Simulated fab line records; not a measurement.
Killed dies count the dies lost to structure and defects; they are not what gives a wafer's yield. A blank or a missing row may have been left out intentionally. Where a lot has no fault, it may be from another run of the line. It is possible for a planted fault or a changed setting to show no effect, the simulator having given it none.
Matching of chambers :: flow n5_finfet :: N5_FIN_SAQP_SPACER2_ETCHBACK_29 on rie_diel-02: 4 sister chambers
The step etches SiO2 in CHF3/O2, target depth 12.2 nm, time 6.1 s. 18 wafers are shown with their chamber, then 8 later ones without.

EACH WAFER AND ITS CHAMBER
wafer: L078.1
chamber: 0
drypump_motor_current_A (A): 6.1
throttle_valve_pct (%): 18.65
showerhead_plenum_p_Torr (Torr): 2.30

wafer: L078.3
chamber: 1
drypump_motor_current_A (A): 5.5
throttle_valve_pct (%): 19.14
showerhead_plenum_p_Torr (Torr): 2.39

wafer: L078.5
chamber: 2
drypump_motor_current_A (A): 5.2
throttle_valve_pct (%): 18.94
showerhead_plenum_p_Torr (Torr): 2.41

wafer: L079.3
chamber: 3
drypump_motor_current_A (A): 6.3
throttle_valve_pct (%): 18.53
showerhead_plenum_p_Torr (Torr): 2.31

wafer: L079.4
chamber: 1
drypump_motor_current_A (A): 5.5
throttle_valve_pct (%): 19.14
showerhead_plenum_p_Torr (Torr): 2.39

wafer: L079.6
chamber: 1
drypump_motor_current_A (A): 5.5
throttle_valve_pct (%): 19.14
showerhead_plenum_p_Torr (Torr): 2.39

wafer: L083.1
chamber: 0
drypump_motor_current_A (A): 6.1
throttle_valve_pct (%): 18.66
showerhead_plenum_p_Torr (Torr): 2.30

wafer: L083.2
chamber: 1
drypump_motor_current_A (A): 5.5
throttle_valve_pct (%): 19.15
showerhead_plenum_p_Torr (Torr): 2.39

wafer: L083.6
chamber: 2
drypump_motor_current_A (A): 5.2
throttle_valve_pct (%): 18.95
showerhead_plenum_p_Torr (Torr): 2.40

wafer: L091.3
chamber: 3
drypump_motor_current_A (A): 6.4
throttle_valve_pct (%): 18.57
showerhead_plenum_p_Torr (Torr): 2.30

wafer: L091.4
chamber: 2
drypump_motor_current_A (A): 5.2
throttle_valve_pct (%): 18.98
showerhead_plenum_p_Torr (Torr): 2.39

wafer: L091.5
chamber: 3
drypump_motor_current_A (A): 6.3
throttle_valve_pct (%): 18.56
showerhead_plenum_p_Torr (Torr): 2.30

wafer: L092.1
chamber: 1
drypump_motor_current_A (A): 5.5
throttle_valve_pct (%): 19.15
showerhead_plenum_p_Torr (Torr): 2.38

wafer: L092.3
chamber: 3
drypump_motor_current_A (A): 6.3
throttle_valve_pct (%): 18.59
showerhead_plenum_p_Torr (Torr): 2.30

wafer: L092.6
chamber: 2
drypump_motor_current_A (A): 5.2
throttle_valve_pct (%): 18.95
showerhead_plenum_p_Torr (Torr): 2.39

wafer: L093.3
chamber: 1
drypump_motor_current_A (A): 5.4
throttle_valve_pct (%): 19.16
showerhead_plenum_p_Torr (Torr): 2.38

wafer: L093.5
chamber: 3
drypump_motor_current_A (A): 6.4
throttle_valve_pct (%): 18.58
showerhead_plenum_p_Torr (Torr): 2.30

wafer: L093.6
chamber: 2
drypump_motor_current_A (A): 5.2
throttle_valve_pct (%): 18.97
showerhead_plenum_p_Torr (Torr): 2.39

SIGNATURES (means of the wafers above)
reading: drypump_motor_current_A
chamber 0: 6.100
chamber 1: 5.483
chamber 2: 5.200
chamber 3: 6.340
scatter within a chamber: 0.0381

reading: throttle_valve_pct
chamber 0: 18.6550
chamber 1: 19.1467
chamber 2: 18.9580
chamber 3: 18.5660
scatter within a chamber: 0.016

reading: showerhead_plenum_p_Torr
chamber 0: 2.3000
chamber 1: 2.3867
chamber 2: 2.3960
chamber 3: 2.3020
scatter within a chamber: 0.00617
Rule: distance of a wafer from a chamber = root of the sum over the readings of ((wafer's reading minus chamber's mean) / reading's scatter) squared. The wafer belongs to the nearest chamber; if the next one is less than 2 further off, it can't be placed. How the scatter is found: for the shown wafers, subtract from each reading the mean of its chamber, square and add these, divide the total by (wafers less chambers), then take the root.

WAFERS MISSING THEIR CHAMBER
wafer: L094.2
drypump_motor_current_A (A): 5.5
throttle_valve_pct (%): 19.19
showerhead_plenum_p_Torr (Torr): 2.38

wafer: L094.3
drypump_motor_current_A (A): 5.2
throttle_valve_pct (%): 18.98
showerhead_plenum_p_Torr (Torr): 2.39

wafer: L094.6
drypump_motor_current_A (A): 5.2
throttle_valve_pct (%): 18.98
showerhead_plenum_p_Torr (Torr): 2.39

wafer: L095.1
drypump_motor_current_A (A): 6.4
throttle_valve_pct (%): 18.56
showerhead_plenum_p_Torr (Torr): 2.30

wafer: L095.2
drypump_motor_current_A (A): 5.5
throttle_valve_pct (%): 19.17
showerhead_plenum_p_Torr (Torr): 2.38

wafer: L097.3
drypump_motor_current_A (A): 5.2
throttle_valve_pct (%): 19.00
showerhead_plenum_p_Torr (Torr): 2.39

wafer: L097.5
drypump_motor_current_A (A): 5.5
throttle_valve_pct (%): 19.19
showerhead_plenum_p_Torr (Torr): 2.38

wafer: L097.6
drypump_motor_current_A (A): 5.2
throttle_valve_pct (%): 19.00
showerhead_plenum_p_Torr (Torr): 2.39

WHICH CHAMBER EACH ONE RAN IN
wafer: L094.2
from the rows above: 1
in truth: 1

wafer: L094.3
from the rows above: 2
in truth: 2

wafer: L094.6
from the rows above: 2
in truth: 2

wafer: L095.1
from the rows above: 3
in truth: 3

wafer: L095.2
from the rows above: 1
in truth: 1

wafer: L097.3
from the rows above: 2
in truth: 2

wafer: L097.5
from the rows above: 1
in truth: 1

wafer: L097.6
from the rows above: 2
in truth: 2
8 of 8 placed correctly. Number that these rows cannot place: 0. 0 placed wrongly.
